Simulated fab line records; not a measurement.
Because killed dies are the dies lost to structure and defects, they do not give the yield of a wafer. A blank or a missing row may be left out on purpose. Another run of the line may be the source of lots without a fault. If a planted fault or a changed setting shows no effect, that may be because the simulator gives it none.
A single fault, viewed from 2 desks || flow nand-harc || numbers are kept per desk, each desk with only its own; the story behind them comes last

THE DEFECT DESK
Per lot, the means of the sampled wafers with a number show what the inspections along the route counted. Marked OUT: a lot whose mean sits more than 4 standard deviations from the usual mean, which makes it out of limits; the brackets give that distance.
Columns: A = raw-defect-count at NHARC_A_BLC_INSPECT_12, usual 91; B = raw-defect-count at NHARC_A_M0_INSPECT_11, usual 90
{"lot": "L773", "first seen here": "day 22 22:25", "A": 102, "B": 103}
{"lot": "L774", "first seen here": "day 22 23:37", "A": 50, "B": 48}
{"lot": "L776", "first seen here": "day 23 16:27", "A": 60, "B": 60}
{"lot": "L775", "first seen here": "day 23 17:31", "A": 75, "B": 75}
{"lot": "L785", "first seen here": "day 27 08:11", "A": 94, "B": 93}
{"lot": "L784", "first seen here": "day 27 11:04", "A": 89, "B": 90}
{"lot": "L789", "first seen here": "day 29 01:38", "A": 138, "B": 137}
{"lot": "L791", "first seen here": "day 30 17:01", "A": 115, "B": 114}
{"lot": "L792", "first seen here": "day 31 00:23", "A": 108, "B": 109}
{"lot": "L794", "first seen here": "day 31 08:23", "A": 83, "B": 82}
{"lot": "L793", "first seen here": "day 31 09:26", "A": 87, "B": 87}
{"lot": "L795", "first seen here": "day 32 06:39", "A": 81, "B": 77}
{"lot": "L796", "first seen here": "day 32 07:13", "A": 69, "B": 69}
Finding of this desk: none of the 13 lots has anything out of limits.

DESK OF THE TOOL OWNER: litho-track-06
At NHARC_A_M0_SOFTBAKE_04 (time 55 s), the tool's own readings, given per lot that ran on this tool as the mean of the sampled wafers with a number. Marked OUT: a lot whose mean sits more than 4 standard deviations from the usual mean, which makes it out of limits; the brackets give that distance.
Columns: A = heater-power-total-W at NHARC_A_M0_SOFTBAKE_04, usual 188.46 W
{"lot": "L776", "first seen here": "day 23 19:00", "A": 188.39}
{"lot": "L775", "first seen here": "day 23 21:00", "A": 188.52}
{"lot": "L785", "first seen here": "day 27 11:00", "A": "233.38 (+99 or more) OUT"}
{"lot": "L784", "first seen here": "day 27 14:00", "A": "278.13 (+99 or more) OUT"}
{"lot": "L792", "first seen here": "day 31 03:00", "A": 188.55}
This desk's finding: out of limits on L784, L785; first on L785, day 27 11:00 (heater-power-total-W at NHARC_A_M0_SOFTBAKE_04). L776, L775, L792: within limits.

ALL TOGETHER
An alarm could have come from the tool owner's desk at day 27 11:00, on L784, L785.
Nothing out of limits was seen by the defect desk.
The defect desk has L784, L785 on record, within its limits.
Of the lots named, all ran NHARC_A_M0_SOFTBAKE_04 on litho-track-06.

WHAT THE SIMULATOR PUT IN
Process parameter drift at NHARC_A_M0_SOFTBAKE_04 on litho-track-06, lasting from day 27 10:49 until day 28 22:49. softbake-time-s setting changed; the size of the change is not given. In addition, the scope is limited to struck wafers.
Shown lots that were struck: L784, L785.
Hours from the fault's start to each desk's first reading out of limits: the tool owner's desk, 0.
